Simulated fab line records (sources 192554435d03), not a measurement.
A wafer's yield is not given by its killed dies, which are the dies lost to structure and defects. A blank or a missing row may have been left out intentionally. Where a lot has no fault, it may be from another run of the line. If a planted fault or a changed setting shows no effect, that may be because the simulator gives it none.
Split-lot experiment || flow n5_finfet || 21 wafers read from 7 lots, route of 1938 steps

== ABOUT THE SPLIT ==
At N5_BEOL_M14_PEB_26 (peb time 90 s), the setting peb_temp_c was moved away from the recipe's 130 C on 7 of the 21 wafers read, by -2.5% to +1.2%. All remaining wafers had this setting at the recipe value.

== FROM THE SPLIT TO THE READING: what the file shows between them, 2 steps ==
- N5_BEOL_M14_DEVELOP_27: develop time 45 s
- N5_BEOL_M14_HARDBAKE_32: time 120 s

== THE READING ==
cd_nm at N5_BEOL_M14_CD_MEAS_28, given in nm (cd target 284.4 nm). Fault-free wafers of this fab line usually give 284.9 nm, standard deviation 1.7 nm.

{"wafer": "L081.1", "tool, chamber at the split": "litho_track-04, 0", "peb_temp_c as run, C": 130, "against the recipe": "recipe", "cd_nm, nm": 285.4, "against lot-mates on the recipe": "-"}
{"wafer": "L081.2", "tool, chamber at the split": "litho_track-04, 0", "peb_temp_c as run, C": 130, "against the recipe": "recipe", "cd_nm, nm": 284.4, "against lot-mates on the recipe": "-"}
{"wafer": "L081.3", "tool, chamber at the split": "litho_track-04, 0", "peb_temp_c as run, C": 130, "against the recipe": "recipe", "cd_nm, nm": 283.4, "against lot-mates on the recipe": "-"}
{"wafer": "L083.2", "tool, chamber at the split": "litho_track-02, 0", "peb_temp_c as run, C": 131.5, "against the recipe": "+1.2%", "cd_nm, nm": 292.1, "against lot-mates on the recipe": "+14.4"}
{"wafer": "L083.3", "tool, chamber at the split": "litho_track-02, 0", "peb_temp_c as run, C": 130, "against the recipe": "recipe", "cd_nm, nm": 277.7, "against lot-mates on the recipe": "-"}
{"wafer": "L083.4", "tool, chamber at the split": "litho_track-02, 0", "peb_temp_c as run, C": 131.5, "against the recipe": "+1.2%", "cd_nm, nm": 283.6, "against lot-mates on the recipe": "+5.9"}
{"wafer": "L091.1", "tool, chamber at the split": "litho_track-02, 0", "peb_temp_c as run, C": 130, "against the recipe": "recipe", "cd_nm, nm": 284.7, "against lot-mates on the recipe": "-"}
{"wafer": "L091.2", "tool, chamber at the split": "litho_track-02, 0", "peb_temp_c as run, C": 130, "against the recipe": "recipe", "cd_nm, nm": 285.5, "against lot-mates on the recipe": "-"}
{"wafer": "L091.5", "tool, chamber at the split": "litho_track-02, 0", "peb_temp_c as run, C": 130, "against the recipe": "recipe", "cd_nm, nm": 282.6, "against lot-mates on the recipe": "-"}
{"wafer": "L087.1", "tool, chamber at the split": "litho_track-03, 0", "peb_temp_c as run, C": 127.5, "against the recipe": "-1.9%", "cd_nm, nm": 259.9, "against lot-mates on the recipe": -16.4}
{"wafer": "L087.2", "tool, chamber at the split": "litho_track-03, 0", "peb_temp_c as run, C": 130, "against the recipe": "recipe", "cd_nm, nm": 275.6, "against lot-mates on the recipe": "-"}
{"wafer": "L087.4", "tool, chamber at the split": "litho_track-03, 0", "peb_temp_c as run, C": 130, "against the recipe": "recipe", "cd_nm, nm": 276.9, "against lot-mates on the recipe": "-"}
{"wafer": "L094.1", "tool, chamber at the split": "litho_track-02, 0", "peb_temp_c as run, C": 127.5, "against the recipe": "-1.9%", "cd_nm, nm": 270.8, "against lot-mates on the recipe": -12.1}
{"wafer": "L094.2", "tool, chamber at the split": "litho_track-02, 0", "peb_temp_c as run, C": 130, "against the recipe": "recipe", "cd_nm, nm": 283.5, "against lot-mates on the recipe": "-"}
{"wafer": "L094.4", "tool, chamber at the split": "litho_track-02, 0", "peb_temp_c as run, C": 130, "against the recipe": "recipe", "cd_nm, nm": 282.3, "against lot-mates on the recipe": "-"}
{"wafer": "L093.2", "tool, chamber at the split": "litho_track-02, 0", "peb_temp_c as run, C": 126.7, "against the recipe": "-2.5%", "cd_nm, nm": 265.6, "against lot-mates on the recipe": -8.1}
{"wafer": "L093.3", "tool, chamber at the split": "litho_track-02, 0", "peb_temp_c as run, C": 126.7, "against the recipe": "-2.5%", "cd_nm, nm": 265.6, "against lot-mates on the recipe": -8.1}
{"wafer": "L093.4", "tool, chamber at the split": "litho_track-02, 0", "peb_temp_c as run, C": 130, "against the recipe": "recipe", "cd_nm, nm": 273.7, "against lot-mates on the recipe": "-"}
{"wafer": "L096.1", "tool, chamber at the split": "litho_track-04, 0", "peb_temp_c as run, C": 130, "against the recipe": "recipe", "cd_nm, nm": 293.1, "against lot-mates on the recipe": "-"}
{"wafer": "L096.2", "tool, chamber at the split": "litho_track-04, 0", "peb_temp_c as run, C": 126.9, "against the recipe": "-2.4%", "cd_nm, nm": 276.5, "against lot-mates on the recipe": -15.8}
{"wafer": "L096.3", "tool, chamber at the split": "litho_track-04, 0", "peb_temp_c as run, C": 130, "against the recipe": "recipe", "cd_nm, nm": 291.4, "against lot-mates on the recipe": "-"}

FIT RESULTS
A straight line over all 21 wafers: cd_nm changes by +6.19 nm for each +1% of peb_temp_c; r = +0.77; the points scatter about the line by 5.8 nm.
The same after taking each lot's own level away (the mean of its wafers on the recipe; 21 wafers): +5.64 nm for each +1%; r = +0.90; scatter 3.1 nm.
That fit puts the effect of the largest move of peb_temp_c on the reading at 14 nm.
The lots' own levels span 273.70 to 292.25 nm, that is 10.9 times the standard deviation above.
So the lot-to-lot level blurs the effect unless lot-mates are compared.
Check: for one of the wafers moved furthest among these (-2.5%), held out of the fit, the line's prediction against its lot-mates is -15.5 nm. Against them it came out at -8.1 nm.

== OTHER SPLITS ON THESE WAFERS ==
Note: prior to the reading, these wafers also went through further splits. Each is held against what the fit with the lots' levels taken away leaves over:
{"other split on the same wafers": "N5_BEOL_M11_EXPOSE_25 dose_mj", "wafers away from the commonest value": 7, "r with cd_nm (lot level and that fit taken away)": "+0.23"}
{"other split on the same wafers": "N5_BEOL_M11_VIA_ETCH_34 time_s", "wafers away from the commonest value": 4, "r with cd_nm (lot level and that fit taken away)": "+0.27"}
{"other split on the same wafers": "N5_BEOL_M12_EXPOSE_07 dose_mj", "wafers away from the commonest value": 6, "r with cd_nm (lot level and that fit taken away)": "+0.23"}
{"other split on the same wafers": "N5_BEOL_M14_EXPOSE_25 dose_mj", "wafers away from the commonest value": 9, "r with cd_nm (lot level and that fit taken away)": "+0.19"}

== THE WHOLE CHAIN: every reading that the file lists as answering this split, in the file's order ==
{"step": "N5_BEOL_M14_CD_MEAS_28", "what it does": "target cd 284.4 nm", "reading": "cd_nm", "change (the file's fit)": "+5.96 nm for each +1% of the setting", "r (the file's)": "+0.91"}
{"step": "N5_BEOL_M14_DESCUM_33", "what it does": "chemistry O2, time 7.9 s", "reading": "BEOL_M14.cd_nm (the simulator's own value, which no gauge read)", "change (the file's fit)": "+5.98 nm for each +1% of the setting", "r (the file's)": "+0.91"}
{"step": "N5_BEOL_M14_ETCH_67", "what it does": "etches SiARC in CF4, target depth 143 nm, time 238.3 s", "reading": "BEOL_M14.cd_nm (the simulator's own value, which no gauge read)", "change (the file's fit)": "+6.8 nm for each +1% of the setting, in a fit together with dose_mj@BEOL_M14_EXPOSE_25", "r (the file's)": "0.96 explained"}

== THE FILE'S OWN FIT ==
cd_nm changes by +5.96 nm for each +1% of peb_temp_c, r = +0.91.
